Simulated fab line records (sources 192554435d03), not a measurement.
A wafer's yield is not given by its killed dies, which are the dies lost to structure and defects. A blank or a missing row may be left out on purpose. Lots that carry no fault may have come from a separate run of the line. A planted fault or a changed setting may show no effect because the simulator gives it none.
Lot-split experiment -- flow n5-finfet -- route with 1938 steps; 7 lots, 39 wafers read

## SPLIT DETAILS
At N5_SD_EPI_N_ETCH_45 (etches SiOCN in CH3F/O2, target depth 6 nm), the setting target-depth-a was moved away from the recipe's 60 angstrom on 18 of the 39 wafers read, by -55.5% to +51.0%. For the rest of the wafers, this setting stayed at what the recipe calls for.

The reading is taken at the split's own step.

## THE READING
etch.depth-nm (the simulator's own value, which no gauge read), in nm, at N5_SD_EPI_N_ETCH_45 (etches SiOCN in CH3F/O2, target depth 6 nm). There is no usual value for it anywhere in the file. Average 5.979 nm, standard deviation 0.11 nm, over the 21 wafers here run with the recipe.

wafer,"tool, chamber at the split","target-depth-a as run, angstrom",against the recipe,"etch.depth-nm, nm",against lot-mates on the recipe
L075.1,"rie-diel-03, 0",60,recipe,6.048,-
L075.2,"rie-diel-03, 3",60,recipe,5.942,-
L075.3,"rie-diel-03, 2",90.59,+51.0%,9.295,+3.258
L075.4,"rie-diel-03, 3",90.59,+51.0%,8.856,+2.819
L075.5,"rie-diel-03, 0",90.59,+51.0%,9.078,+3.041
L075.6,"rie-diel-03, 2",60,recipe,6.122,-
L080.1,"rie-diel-04, 2",60,recipe,6.013,-
L080.2,"rie-diel-04, 3",60,recipe,6.001,-
L080.3,"rie-diel-04, 0",29.62,-50.6%,2.98,-3.047
L080.4,"rie-diel-04, 3",60,recipe,6.066,-
L080.5,"rie-diel-04, 0",29.62,-50.6%,2.991,-3.036
L080.6,"rie-diel-04, 2",29.62,-50.6%,2.992,-3.035
L081.1,"rie-diel-03, 3",50.69,-15.5%,4.929,-1.019
L081.2,"rie-diel-03, 2",50.69,-15.5%,5.154,-0.794
L081.3,"rie-diel-03, 1",50.69,-15.5%,5.24,-0.708
L081.4,"rie-diel-03, 0",60,recipe,5.944,-
L081.5,"rie-diel-03, 3",60,recipe,5.793,-
L081.6,"rie-diel-03, 2",60,recipe,6.107,-
L085.1,"rie-diel-01, 1",60,recipe,5.855,-
L085.2,"rie-diel-01, 0",60,recipe,5.816,-
L085.3,"rie-diel-01, 3",60,recipe,6.068,-
L086.1,"rie-diel-01, 3",26.72,-55.5%,2.752,-3.173
L086.2,"rie-diel-01, 2",60,recipe,5.926,-
L086.3,"rie-diel-01, 1",60,recipe,5.962,-
L086.4,"rie-diel-01, 0",26.72,-55.5%,2.627,-3.298
L086.5,"rie-diel-01, 2",26.72,-55.5%,2.632,-3.293
L086.6,"rie-diel-01, 1",60,recipe,5.887,-
L096.1,"rie-diel-04, 2",45.57,-24.1%,4.491,-1.515
L096.2,"rie-diel-04, 3",60,recipe,5.993,-
L096.3,"rie-diel-04, 1",45.57,-24.1%,4.646,-1.360
L096.4,"rie-diel-04, 1",60,recipe,6.115,-
L096.5,"rie-diel-04, 2",60,recipe,5.91,-
L096.6,"rie-diel-04, 3",45.57,-24.1%,4.571,-1.435
L097.1,"rie-diel-03, 0",50.93,-15.1%,5.026,-0.968
L097.2,"rie-diel-03, 1",50.93,-15.1%,5.221,-0.773
L097.3,"rie-diel-03, 3",60,recipe,5.766,-
L097.4,"rie-diel-03, 2",50.93,-15.1%,5.158,-0.836
L097.5,"rie-diel-03, 1",60,recipe,6.132,-
L097.6,"rie-diel-03, 2",60,recipe,6.085,-

THE FIT
A straight line over all 39 wafers: etch.depth-nm changes by +0.0598 nm for each +1% of target-depth-a; r = +1.00; the points scatter about the line by 0.11 nm.
The same after taking each lot's own level away (the mean of its wafers on the recipe; 39 wafers): +0.0593 nm for each +1%; r = +1.00; scatter 0.11 nm.
The reading moves by 3.3 nm for the largest change in target-depth-a, on that fit.
Across the lots, their own levels run from 5.9130 to 6.0373 nm, a range of 1.1 times the standard deviation given above.
The two slopes are in agreement: the lot-to-lot level therefore moves the slope only a little.
Check: -3.29 nm against its lot-mates is what the line predicts for one of the wafers moved furthest among these (-55.5%) when that wafer is left out of the fit. It came out at -3.17 nm against them.

## THESE WAFERS: OTHER SPLITS
Note: prior to the reading, these wafers also went through further splits. Each is held against what the fit with the lots' levels taken away leaves over:
other split on the same wafers,wafers away from the commonest value,r with etch.depth-nm (lot level and that fit taken away)
N5_FIN_SAQP_PECVD_06 time-s,15,+0.14
N5_FIN_CUT_CUT_ETCH_15 target-depth-a,12,+0.12

## THE FILE'S OWN FIT
etch.depth-nm changes by +0.0592 nm for each +1% of target-depth-a, r = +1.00.
